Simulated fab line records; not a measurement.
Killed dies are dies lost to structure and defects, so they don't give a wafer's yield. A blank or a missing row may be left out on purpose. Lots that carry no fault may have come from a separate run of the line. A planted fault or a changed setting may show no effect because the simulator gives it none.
Split-lot experiment ; flow n5 finfet ; 7 lots, 39 wafers read, on a route of 1938 steps

SPLIT DETAILS
At N5_FIN_SAQP_HM_DEP_03 (deposits SiNx from SiH4/NH3/N2, target thk 38 nm, time 33.6 s), the setting target thk a was moved away from the recipe's 380 angstrom on 12 of the 39 wafers read, by -54.7% to +31.1%. All remaining wafers had this setting at the recipe value.

FROM THE SPLIT TO THE READING: what the file shows between them, 4 steps
- N5_FIN_SAQP_THK_MEAS_05
- N5_FIN_SAQP_PECVD_47: deposits a-Si from SiH4/He, target thk 45 nm, time 36.3 s
- N5_FIN_SAQP_PECVD_48: deposits SiNx from SiH4/NH3/N2, target thk 25 nm, time 22.1 s
- N5_FIN_SAQP_MANDREL2_REMOVE_60: chemistry HBr/Cl2/O2, target a-Si, stops on SiNx, bt time 10 s

THE READING
etch.depth nm (the simulator's own value, which no gauge read), in nm, at N5_FIN_SAQP_HM_OPEN_33 (chemistry CH3F/O2, target SiNx, target depth 49.4 nm, time 70.6 s). The file gives no usual value for it. Here, 27 wafers ran the recipe; their average is 37.26 nm with a standard deviation of 0.5 nm.

wafer;tool, chamber at the split;target thk a as run, angstrom;against the recipe;etch.depth nm, nm;against lot-mates on the recipe
L078.1;pecvd-03, 0;380;recipe;37.2;-
L078.2;pecvd-03, 1;380;recipe;37.23;-
L078.3;pecvd-03, 2;380;recipe;37.32;-
L078.4;pecvd-03, 2;380;recipe;37.41;-
L078.5;pecvd-03, 0;380;recipe;37.94;-
L078.6;pecvd-03, 1;380;recipe;38.13;-
L085.1;pecvd-02, 1;380;recipe;36.74;-
L085.2;pecvd-02, 2;498;+31.1%;48.56;+11.65
L085.3;pecvd-02, 0;380;recipe;36.58;-
L085.4;pecvd-02, 1;498;+31.1%;49.21;+12.30
L085.5;pecvd-02, 0;380;recipe;37.42;-
L085.6;pecvd-02, 2;498;+31.1%;49.05;+12.14
L086.1;pecvd-04, 1;380;recipe;36.68;-
L086.2;pecvd-04, 0;380;recipe;36.9;-
L086.3;pecvd-04, 2;380;recipe;36.66;-
L086.4;pecvd-04, 1;380;recipe;37.11;-
L086.5;pecvd-04, 0;380;recipe;37.49;-
L086.6;pecvd-04, 2;380;recipe;37.25;-
L089.1;pecvd-03, 2;172.3;-54.7%;16.78;-20.62
L089.2;pecvd-03, 0;380;recipe;36.69;-
L089.3;pecvd-03, 1;172.3;-54.7%;16.33;-21.07
L089.4;pecvd-03, 0;380;recipe;37.6;-
L089.5;pecvd-03, 1;380;recipe;37.9;-
L089.6;pecvd-03, 2;172.3;-54.7%;17.13;-20.27
L090.1;pecvd-03, 1;277.5;-27.0%;27.19;-10.12
L090.2;pecvd-03, 2;380;recipe;37.4;-
L090.3;pecvd-03, 0;380;recipe;37.2;-
L090.4;pecvd-03, 2;277.5;-27.0%;27.75;-9.56
L090.5;pecvd-03, 1;380;recipe;37.32;-
L090.6;pecvd-03, 0;277.5;-27.0%;27.94;-9.37
L093.1;pecvd-03, 2;194.7;-48.8%;18.96;-18.92
L093.2;pecvd-03, 0;194.7;-48.8%;18.98;-18.90
L093.3;pecvd-03, 1;380;recipe;37.42;-
L093.4;pecvd-03, 0;194.7;-48.8%;19.27;-18.61
L093.5;pecvd-03, 1;380;recipe;37.62;-
L093.6;pecvd-03, 2;380;recipe;38.6;-
L096.2;pecvd-02, 1;380;recipe;36.56;-
L096.4;pecvd-02, 2;380;recipe;36.68;-
L096.5;pecvd-02, 0;380;recipe;36.87;-

THE FIT
A straight line over all 39 wafers: etch.depth nm changes by +0.373 nm for each +1% of target thk a; r = +1.00; the points scatter about the line by 0.47 nm.
The same after taking each lot's own level away (the mean of its wafers on the recipe; 39 wafers): +0.381 nm for each +1%; r = +1.00; scatter 0.39 nm.
The reading moves by 21 nm for the largest change in target thk a, on that fit.
The lots' own levels span 36.703 to 37.880 nm, that is 2.4 times the standard deviation above.
Consequently the slope shifts little with the lot-to-lot level, the two slopes agreeing.
Check: for one of the wafers moved furthest among these (-54.7%), held out of the fit, the line's prediction against its lot-mates is -20.8 nm. It came out at -20.6 nm against them.

OTHER SPLITS APPLIED TO THESE WAFERS
Note: prior to the reading, these wafers also went through further splits. Each is held against what the fit with the lots' levels taken away leaves over:
other split on the same wafers;wafers away from the commonest value;r with etch.depth nm (lot level and that fit taken away)
N5_ZERO_LAYER_DEVELOP_10 develop time s;15;+0.02

THE WHOLE CHAIN: every reading that the file lists as answering this split, in the file's order
step;what it does;reading;change (the file's fit);r (the file's)
N5_FIN_SAQP_HM_DEP_03;deposits SiNx from SiH4/NH3/N2, target thk 38 nm, time 33.6 s;SiNx_of_FIN_SAQP_HM_DEP_03.thk nm (the simulator's own value, which no gauge read);+0.38 nm for each +1% of the setting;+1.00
N5_FIN_SAQP_THK_MEAS_05;;thk nm;withheld for each +1% of the setting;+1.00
N5_FIN_SAQP_HM_OPEN_33;chemistry CH3F/O2, target SiNx, target depth 49.4 nm, time 70.6 s;etch rf on time s;withheld for each +1% of the setting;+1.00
N5_FIN_SAQP_HM_OPEN_33;chemistry CH3F/O2, target SiNx, target depth 49.4 nm, time 70.6 s;etch.depth nm (the simulator's own value, which no gauge read);+0.38 nm for each +1% of the setting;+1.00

FILE'S OWN FIT
etch.depth nm changes by +0.38 nm for each +1% of target thk a, r = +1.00.
